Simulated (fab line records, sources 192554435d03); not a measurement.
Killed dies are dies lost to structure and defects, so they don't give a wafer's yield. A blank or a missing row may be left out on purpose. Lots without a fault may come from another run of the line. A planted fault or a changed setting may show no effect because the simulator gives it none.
Chamber matching | flow n5_finfet | N5_SD_EPI_N_ETCH_34 on rie_diel-03: 4 sister chambers
The step etches SiARC in CF4, target depth 45.5 nm, time 75.8 s. 14 wafers are shown with their chamber, then 7 later ones without.

WAFERS WITH THEIR CHAMBER
wafer  | chamber | showerhead_plenum_p_Torr (Torr) | throttle_valve_pct (%) | oes_product_au (a.u.)
L074.1 | 2       | 2.08                            | 15.58                  | 0.67
L074.3 | 3       | 2.19                            | 15.36                  | 0.81
L074.5 | 3       | 2.19                            | 15.38                  | 0.80
L077.1 | 2       | 2.07                            | 15.57                  | 0.66
L077.3 | 1       | 2.05                            | 15.84                  | 0.64
L077.5 | 0       | 2.22                            | 15.92                  | 0.63
L080.1 | 0       | 2.21                            | 15.95                  | 0.64
L080.2 | 3       | 2.19                            | 15.40                  | 0.77
L080.6 | 0       | 2.21                            | 15.94                  | 0.64
L084.1 | 0       | 2.21                            | 15.96                  | 0.63
L084.3 | 3       | 2.19                            | 15.42                  | 0.77
L084.4 | 1       | 2.05                            | 15.86                  | 0.63
L086.1 | 1       | 2.05                            | 15.88                  | 0.63
L086.2 | 0       | 2.21                            | 15.97                  | 0.62

SIGNATURES (means of the wafers above)
reading                  | chamber 0 | chamber 1 | chamber 2 | chamber 3 | scatter within a chamber
showerhead_plenum_p_Torr | 2.2120    | 2.0500    | 2.0750    | 2.1900    | 0.00361
throttle_valve_pct       | 15.9480   | 15.8600   | 15.5750   | 15.3900   | 0.0208
oes_product_au           | 0.6320    | 0.6333    | 0.6650    | 0.7875    | 0.0129
Rule: a wafer's distance from a chamber is the root of the sum, over the readings, of the square of ((its reading less the chamber's mean) divided by the reading's scatter). The wafer belongs to the nearest chamber; if the next one is less than 2 further off, it can't be placed. The scatter: the root of (the sum of the squares of (reading less its chamber's mean) over the shown wafers, divided by (wafers less chambers)).

WAFERS WITHOUT THEIR CHAMBER
wafer  | showerhead_plenum_p_Torr (Torr) | throttle_valve_pct (%) | oes_product_au (a.u.)
L086.5 | 2.07                            | 15.62                  | 0.65
L089.2 | 2.05                            | 15.87                  | 0.63
L089.4 | 2.18                            | 15.44                  | 0.76
L089.6 | 2.21                            | 16.00                  | 0.62
L091.2 | 2.04                            | 15.88                  | 0.62
L091.4 | 2.05                            | 15.88                  | 0.63
L091.6 | 2.21                            | 16.00                  | 0.62

WHICH CHAMBER EACH WENT THROUGH
wafer  | from the rows above | in truth
L086.5 | 2                   | 2
L089.2 | 1                   | 1
L089.4 | 3                   | 3
L089.6 | 0                   | 0
L091.2 | 1                   | 1
L091.4 | 1                   | 1
L091.6 | 0                   | 0
Placed correctly: 7 of 7. Can't be placed from these rows: 0. Placed wrongly: 0.
